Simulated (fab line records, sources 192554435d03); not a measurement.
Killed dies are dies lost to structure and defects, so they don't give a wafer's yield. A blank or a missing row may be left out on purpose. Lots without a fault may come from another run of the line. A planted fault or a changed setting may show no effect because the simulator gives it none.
Which tool did it? | flow n5_finfet | 10 lots, 30 wafers sampled, at 6 steps of a route of 1938

WHAT THE GAUGES READ, wafer by wafer
N5_BEOL_M3_THK_MEAS_53: measures by xrf. Usual: M3_THK 39.9 nm, standard deviation 1.5.
lot  | measured     | on            | M3_THK (nm)    | flag
L195 | day 10 18:17 | film_metro-01 | 41.8 40.1 40.1 |
L196 | day 10 22:29 | film_metro-02 | 40.5 40.5 40.9 |
L199 | day 11 11:01 | film_metro-02 | 41.1 42.4 45.0 |
L200 | day 11 18:07 | film_metro-01 | 40.9 38.1 39.2 |
L206 | day 11 23:49 | film_metro-01 | 38.0 41.0 39.9 |
L204 | day 13 09:19 | film_metro-02 | 40.1 40.1 40.0 |
L205 | day 13 12:10 | film_metro-01 | 41.1 41.5 41.3 |
L207 | day 14 05:08 | film_metro-01 | 37.5 38.6 38.6 |
L193 | day 14 06:38 | film_metro-01 | 40.2 40.2 39.6 |
L208 | day 15 08:03 | film_metro-01 | 38.3 39.3 39.8 |

N5_BEOL_M3_RS_MEAS_58: measures by four-point-probe. Usual: M3_RS 0.68 ohm/sq, standard deviation 0.033.
lot  | measured     | on            | M3_RS (ohm/sq) | flag
L195 | day 10 18:33 | film_metro-02 | 0.64 0.67 0.67 |
L196 | day 10 22:46 | film_metro-02 | 0.66 0.67 0.65 |
L199 | day 11 11:16 | film_metro-02 | 0.65 0.63 0.57 |
L200 | day 11 18:23 | film_metro-01 | 0.67 0.73 0.70 |
L206 | day 12 00:04 | film_metro-02 | 0.74 0.66 0.69 |
L204 | day 13 09:35 | film_metro-01 | 0.67 0.68 0.68 |
L205 | day 13 12:29 | film_metro-01 | 0.66 0.65 0.66 |
L207 | day 14 05:26 | film_metro-01 | 0.74 0.71 0.71 |
L193 | day 14 07:00 | film_metro-01 | 0.69 0.69 0.70 |
L208 | day 15 08:25 | film_metro-01 | 0.72 0.70 0.69 |

N5_BEOL_M4_THK_MEAS_01. Usual: M4_ILD_THK 78.9 nm, standard deviation 0.91.
lot  | measured     | on            | M4_ILD_THK (nm) | flag
L195 | day 10 18:41 | film_metro-01 | 76.9 77.2 79.0  |
L196 | day 10 22:53 | film_metro-02 | 81.5 83.0 81.8  | OFF
L199 | day 11 11:24 | film_metro-02 | 78.7 79.7 79.3  |
L200 | day 11 18:32 | film_metro-02 | 81.2 82.7 81.6  | OFF
L206 | day 12 00:12 | film_metro-01 | 79.1 79.3 80.6  |
L204 | day 13 09:43 | film_metro-02 | 77.7 78.7 79.4  |
L205 | day 13 12:37 | film_metro-01 | 79.1 79.3 78.9  |
L207 | day 14 05:34 | film_metro-01 | 77.8 78.9 79.6  |
L193 | day 14 07:08 | film_metro-02 | 78.5 78.1 79.3  |
L208 | day 15 08:33 | film_metro-01 | 76.7 77.5 78.6  |

N5_BEOL_M4_RC_MEAS_101. Usual: DIBL_N 36.0 mV/V, standard deviation 1.3; DIBL_P 36.2 mV/V, standard deviation 1.7; IOFF_N 0.155 nA/um, standard deviation 0.024; IOFF_P 0.21 nA/um, standard deviation 0.034; ION_N 674 uA/um, standard deviation 9; ION_P 463 uA/um, standard deviation 7.1; SS_N 71.4 mV/dec, standard deviation 0.5; SS_P 73.4 mV/dec, standard deviation 0.57; VT_N 250.0 mV, standard deviation 2.8; VT_P -251 mV, standard deviation 3.2.
lot  | measured     | on        | DIBL_N (mV/V)  | DIBL_P (mV/V)  | IOFF_N (nA/um)    | IOFF_P (nA/um) | ION_N (uA/um) | ION_P (uA/um) | SS_N (mV/dec)  | SS_P (mV/dec)  | VT_N (mV)         | VT_P (mV)      | flag
L195 | day 12 05:06 | prober-01 | 37.7 35.2 38.3 | 38.9 34.5 39.2 | 0.166 0.118 0.181 | 0.21 0.15 0.22 | 681 655 676   | 468 447 467   | 72.4 71.3 71.6 | 73.9 72.2 73.0 | 249.4 251.3 248.6 | -251 -257 -251 |
L196 | day 12 11:48 | prober-02 | 36.0 35.0 35.2 | 37.5 35.7 36.4 | 0.157 0.144 0.153 | 0.21 0.18 0.19 | 672 667 678   | 459 452 462   | 71.7 71.4 70.7 | 73.4 73.0 74.2 | 250.7 251.3 250.9 | -251 -252 -251 |
L199 | day 13 01:10 | prober-01 | 35.9 33.2 36.0 | 37.4 34.1 37.1 | 0.173 0.126 0.177 | 0.21 0.17 0.22 | 678 670 688   | 460 463 471   | 71.4 70.8 71.2 | 73.1 72.8 73.1 | 248.6 253.2 248.4 | -249 -251 -249 |
L200 | day 13 07:53 | prober-01 | 32.6 34.1 34.0 | 33.0 34.6 34.4 | 0.126 0.147 0.142 | 0.17 0.19 0.19 | 665 671 668   | 462 461 451   | 70.7 71.9 71.4 | 72.7 73.3 73.1 | 251.9 247.8 248.8 | -253 -251 -250 |
L206 | day 13 08:01 | prober-02 | 38.0 38.5 37.6 | 38.1 38.8 37.3 | 0.182 0.194 0.169 | 0.29 0.30 0.27 | 677 677 682   | 472 472 474   | 71.6 72.2 71.2 | 74.0 74.7 73.8 | 249.0 250.4 250.2 | -244 -244 -244 |
L204 | day 14 07:26 | prober-02 | 38.0 36.2 36.5 | 38.0 36.0 35.8 | 0.180 0.142 0.143 | 0.24 0.20 0.20 | 680 664 667   | 466 459 463   | 71.8 71.0 71.7 | 73.8 73.3 73.8 | 249.6 249.0 253.3 | -252 -252 -252 |
L205 | day 14 10:12 | prober-01 | 35.4 34.7 35.4 | 37.6 37.2 38.1 | 0.143 0.137 0.149 | 0.19 0.18 0.20 | 670 666 676   | 459 456 467   | 71.4 71.4 72.0 | 73.7 73.1 73.9 | 252.1 250.1 250.3 | -254 -253 -251 |
L207 | day 14 15:31 | prober-01 | 36.7 37.5 36.4 | 36.2 37.5 36.1 | 0.164 0.180 0.156 | 0.24 0.26 0.23 | 680 683 680   | 473 476 472   | 72.1 72.1 72.2 | 73.5 74.1 73.3 | 250.9 251.2 250.9 | -246 -246 -247 |
L193 | day 15 11:17 | prober-02 | 36.1 36.3 34.5 | 37.0 37.2 35.2 | 0.162 0.155 0.132 | 0.20 0.20 0.18 | 674 663 660   | 458 451 453   | 71.9 71.7 71.2 | 73.4 72.9 73.7 | 249.5 251.1 252.5 | -251 -254 -254 |
L208 | day 16 09:26 | prober-01 | 34.5 36.4 35.0 | 35.1 37.7 35.5 | 0.136 0.172 0.146 | 0.18 0.22 0.19 | 669 680 671   | 456 468 467   | 70.9 71.4 71.5 | 73.0 73.1 72.6 | 251.0 246.8 249.7 | -253 -251 -251 |

WHICH TOOL RAN EACH LOT (tool, then ch and the chambers of the sampled wafers, then the start)
lot  | N5_BEOL_M3_ANNEAL_93         | N5_BEOL_M4_ILD_DEP_00
L195 | pvd_sputter-01, day 10 16:46 | pecvd-01 ch 0,1, day 10 18:37
L196 | pvd_sputter-03, day 10 21:15 | pecvd-01 ch 1,2, day 10 22:49
L199 | pvd_sputter-02, day 11 08:23 | pecvd-02 ch 0,1, day 11 11:20
L200 | pvd_sputter-02, day 11 16:58 | pecvd-01 ch 0,2, day 11 18:26
L206 | pvd_sputter-01, day 11 22:31 | pecvd-02 ch 0,1,2, day 12 00:08
L204 | pvd_sputter-03, day 13 08:07 | pecvd-04 ch 0,1,2, day 13 09:39
L205 | pvd_sputter-03, day 13 11:01 | pecvd-02 ch 0,1,2, day 13 12:32
L207 | pvd_sputter-02, day 14 03:59 | pecvd-04 ch 1,2, day 14 05:30
L193 | pvd_sputter-03, day 14 05:29 | pecvd-02 ch 0,2, day 14 07:04
L208 | pvd_sputter-01, day 15 06:55 | pecvd-01 ch 0,1, day 15 08:29
- N5_BEOL_M3_ANNEAL_93: time 240 s.
- N5_BEOL_M4_ILD_DEP_00: deposits SiOC from DEMS/O2, target thk 79 nm, time 15.3 s.

WHAT THE TOOLS THEMSELVES READ (means of the sampled wafers that have a number; where no wafer has one, the mark that the record gives instead)
N5_BEOL_M3_ANNEAL_93. Usual: heater_power_w 832 W, standard deviation 71; susceptor_temp_C 399.95 C, standard deviation 0.23.
lot  | tool           | heater_power_w (W) | susceptor_temp_C (C) | flag
L195 | pvd_sputter-01 | 898                | 400.09               |
L196 | pvd_sputter-03 | 798                | 399.90               |
L199 | pvd_sputter-02 | 847                | 400.12               |
L200 | pvd_sputter-02 | 860                | 399.82               |
L206 | pvd_sputter-01 | 834                | 399.89               |
L204 | pvd_sputter-03 | 790                | 400.19               |
L205 | pvd_sputter-03 | 839                | 399.91               |
L207 | pvd_sputter-02 | 829                | 399.92               |
L193 | pvd_sputter-03 | 740                | 399.92               |
L208 | pvd_sputter-01 | 895                | 399.87               |

N5_BEOL_M4_ILD_DEP_00. Usual: heater_power_w 535 W, standard deviation 70; showerhead_plenum_p_Torr 5.687 Torr, standard deviation 0.014; showerhead_vpp_V 1366 V, standard deviation 39; susceptor_temp_C 350.02 C, standard deviation 0.19; throttle_valve_pct 11.8 %, standard deviation 0.4.
lot  | tool     | heater_power_w (W) | showerhead_plenum_p_Torr (Torr) | showerhead_vpp_V (V) | susceptor_temp_C (C) | throttle_valve_pct (%) | flag
L195 | pecvd-01 | 540                | 5.691                           | 1371                 | 350.06               | 11.8                   |
L196 | pecvd-01 | 512                | 5.685                           | 1326                 | 339.23               | 11.4                   | OFF
L199 | pecvd-02 | 489                | 5.674                           | 1391                 | 350.10               | 12.1                   |
L200 | pecvd-01 | 459                | 5.678                           | 1367                 | 339.08               | 11.4                   | OFF
L206 | pecvd-02 | 539                | 5.681                           | 1369                 | 349.93               | 11.9                   |
L204 | pecvd-04 | 506                | 5.687                           | 1358                 | 350.00               | 12.0                   |
L205 | pecvd-02 | 562                | 5.687                           | 1379                 | 350.01               | 11.9                   |
L207 | pecvd-04 | 548                | 5.690                           | 1342                 | 349.98               | 12.1                   |
L193 | pecvd-02 | 632                | 5.681                           | 1344                 | 349.61               | 12.0                   |
L208 | pecvd-01 | 486                | 5.696                           | 1359                 | 350.06               | 11.3                   |

THE ANSWER, worked out from the rows above alone
Rule: a lot is off if the mean of its wafers that have a number lies more than 3 standard deviations from the usual mean. A lot without any number at a reading at which 4 lots or more have one is off too. The other lots that the step has rows for count as sound. The gauges are gone through in route order, then the tools' own readings, and for those a lot's mean is taken as printed above. The first step at which some lot is off is used, and at that step the reading that is off furthest; a lot without a number counts as furthest.
Off: L196, L200, at N5_BEOL_M4_THK_MEAS_01 (M4_ILD_THK).
A tool fits if, at a process step before that reading, it ran every lot that is off, and no sound lot after the first of them. The gauges at N5_BEOL_M4_THK_MEAS_01 aren't tried: what is off there is off at N5_BEOL_M4_ILD_DEP_00 too, on other tools, and a gauge's error can't cause that. None of those tried fits.

WHAT THE SIMULATOR HAD PUT IN
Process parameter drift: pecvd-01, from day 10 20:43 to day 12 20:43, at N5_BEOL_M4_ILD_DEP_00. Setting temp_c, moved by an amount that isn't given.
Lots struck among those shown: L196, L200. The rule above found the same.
